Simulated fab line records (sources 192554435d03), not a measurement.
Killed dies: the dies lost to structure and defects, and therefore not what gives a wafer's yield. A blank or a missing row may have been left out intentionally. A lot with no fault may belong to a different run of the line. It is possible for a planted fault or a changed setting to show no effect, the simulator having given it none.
Problem report, 8D (eight disciplines) form, completed by code :: flow n5Finfet :: the parts of the form that need people (team, actions taken, sign-off) are left out

== 1. WHAT WENT WRONG ==
At N5_BEOL_M0_SAQP_THK_MEAS_05, thkNm averages 89.0 nm over 5 wafers from 3 lots, while fault-free wafers read 60.1 nm, standard deviation 0.85. Relative to the usual mean, that is a shift of +34 standard deviations.
Seen first at day 9 14:28 on filmMetro-02, wafer L988.1. The record has a number at this step for 23 wafers belonging to 8 lots. By rule, "out" or "out of limits" means more than 4 standard deviations away from the usual mean. The rest of the wafers with a number are treated as sound.

== 2. WHAT IT IS, WHAT IT ISN'T ==
question: which readings at this step
is: thkNm
is not: -

question: which lots
is: L988, L992, L994
is not: L973, L974, L984, L985, L989

question: which wafers of those lots
is: L988.1, L988.6, L992.1, L992.6, L994.1
is not: L988.2, L994.2, L994.5

question: read on which gauges
is: filmMetro-01, filmMetro-02
is not: -

question: when
is: from day 9 14:28
is not: up to then (13 sound wafers); but 5 sound wafers of L989, L994 came after

== 3. WHAT RULES OUT EACH SUSPECT ==
Counting: any tool at a process step up to the reading remains a suspect provided it ran every lot that is out. Sound lots after the first of them don't rule it out here, since some wafers of a struck lot are sound.
- ruled out: the gauge at N5_BEOL_M0_SAQP_THK_MEAS_05. The wafers that are out were read on 2 gauges (filmMetro-01, filmMetro-02).
- pecvd-01 at N5_BEOL_M0_SAQP_PECVD_04 (deposits a-Si from SiH4/He, target thk 60 nm, time 60.2 s): kept. Ran every lot that is out, first one L988 (day 9 14:22); last sound lot up to then L985 (day 9 00:18).
Left after counting: pecvd-01 at N5_BEOL_M0_SAQP_PECVD_04.

== 4. THE CAUSE (what the simulator had put in) ==
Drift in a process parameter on pecvd-01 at N5_BEOL_M0_SAQP_PECVD_04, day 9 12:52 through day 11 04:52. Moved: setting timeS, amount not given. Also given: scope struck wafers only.
Counting left only this tool.

== 5. THE CHAIN OF EFFECTS, in route order ==
Each row: a reading whose mean over the struck wafers that have a number lies more than 3 standard deviations from the usual. Only readings whose record carries a usual standard deviation are examined. hours: median over the lots of the time between each lot's start at the first step of this table that gives one and its start at this step. sigmas: the change, counted in usual standard deviations.
hours: 0
step: N5_BEOL_M0_SAQP_THK_MEAS_05
reading: thkNm
usual: 60.1 nm
on struck wafers: 89.0
change: +28.9
sigmas: +34

hours: 1
step: N5_BEOL_M0_SAQP_MANDREL_ETCH_20
reading: oesProductAu
usual: 0.775 a.u.
on struck wafers: 0.966
change: +0.191
sigmas: +13

hours: 5
step: N5_BEOL_M0_SAQP_INSPECT_42
reading: rawDefectCount
usual: 280
on struck wafers: 1455
change: +1175
sigmas: +13

hours: 160
step: N5_PASSIVATION_PROBE_49
reading: defectLimitedYield
usual: 91.3 %
on struck wafers: 35.7
change: -55.6
sigmas: -37

hours: 160
step: N5_PASSIVATION_PROBE_49
reading: killed_at_M0_to_M3
usual: 34
on struck wafers: 690
change: +656
sigmas: +60

hours: 160
step: N5_PASSIVATION_PROBE_49
reading: killedDies
usual: 102
on struck wafers: 759
change: +657
sigmas: +36

hours: 160
step: N5_PASSIVATION_PROBE_49
reading: killedOnRim
usual: 13
on struck wafers: 78
change: +65
sigmas: +17

hours: 160
step: N5_PASSIVATION_PROBE_49
reading: sort_bin_5_function
usual: 5.1 %
on struck wafers: 60.3
change: +55.2
sigmas: +55

hours: 160
step: N5_PASSIVATION_PROBE_49
reading: sortNPass
usual: 1077
on struck wafers: 421
change: -656
sigmas: -35

hours: 160
step: N5_PASSIVATION_PROBE_49
reading: sortYieldPct
usual: 91.3 %
on struck wafers: 35.7
change: -55.6
sigmas: -35
The process steps in it:
- N5_BEOL_M0_SAQP_MANDREL_ETCH_20: etches a-Si in HBr/Cl2, stops on SiNx, target depth 60 nm, bt time 10 s, time 30 s.
- N5_PASSIVATION_PROBE_49
Later steps that measure or inspect, where all struck wafers having a row at the step show a number for every such reading and not one has moved that far: N5_BEOL_M0_SAQP_CD_MEAS_14, N5_BEOL_M4_RC_MEAS_101.

== 6. HOW IT WOULD HAVE BEEN CAUGHT EARLIER ==
The first out-of-limits reading at a measuring or inspecting step in this record came at day 9 14:28, 2 hours after the fault's start at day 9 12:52.
Of the tool readings at N5_BEOL_M0_SAQP_PECVD_04 for which the record gives a usual standard deviation, none was out on any struck wafer, so an alarm limit of 4 standard deviations on them would not have fired.
Among the 3 lots that are out, L992, L994 began N5_BEOL_M0_SAQP_PECVD_04 on pecvd-01 after day 9 14:28. A hold on the tool at that time would have spared those 2.
